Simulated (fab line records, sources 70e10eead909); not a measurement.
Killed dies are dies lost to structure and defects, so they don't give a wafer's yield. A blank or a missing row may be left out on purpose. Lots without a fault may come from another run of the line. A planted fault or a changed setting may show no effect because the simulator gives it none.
Chamber matching | flow nand_harc | NHARC_P_M0_DEP_32 on pecvd-01: 3 sister chambers
The step deposits SiCN, target thk 30 nm. 6 wafers are shown with their chamber, then 10 later ones without.

WAFERS WITH THEIR CHAMBER
wafer  | chamber | heater_power_w (W) | showerhead_vpp_V (V)
L081.5 | 2       | 481                | 1338
L081.6 | 0       | 553                | 1377
L082.4 | 1       | 586                | 1340
L082.6 | 0       | 611                | 1377
L083.1 | 2       | 489                | 1338
L083.3 | 1       | 577                | 1354

WAFERS WITHOUT THEIR CHAMBER
wafer  | heater_power_w (W) | showerhead_vpp_V (V)
L083.6 | 689                | 1370
L088.2 | 434                | 1360
L088.4 | 439                | 1327
L088.5 | 622                | 1325
L086.3 | 670                | 1392
L086.4 | 468                | 1343
L086.5 | 663                | 1389
L089.1 | 563                | 1335
L089.5 | 603                | 1364
L089.6 | 420                | 1388

WHICH CHAMBER EACH WENT THROUGH
wafer  | from the rows above     | in truth
L083.6 | can't be placed: 0 or 1 | 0
L088.2 | 2                       | 2
L088.4 | 2                       | 2
L088.5 | can't be placed: 1 or 2 | 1
L086.3 | 0                       | 0
L086.4 | 2                       | 2
L086.5 | 0                       | 0
L089.1 | can't be placed: 1 or 2 | 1
L089.5 | can't be placed: 0 or 1 | 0
L089.6 | 0                       | 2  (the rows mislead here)
Placed correctly: 5 of 10. Can't be placed from these rows: 4 (the true chamber is among the candidates in 4). Placed wrongly: 1.
How it was worked out, from the rows above alone: a wafer's distance from a chamber is the root of the sum, over the readings, of the square of ((its reading less the chamber's mean) divided by the reading's scatter). The wafer belongs to the nearest chamber; if the next one is less than 2 further off, it can't be placed. A chamber's mean is the mean of its shown wafers. The scatter: the root of (the sum of the squares of (reading less its chamber's mean) over the shown wafers, divided by (wafers less chambers)).
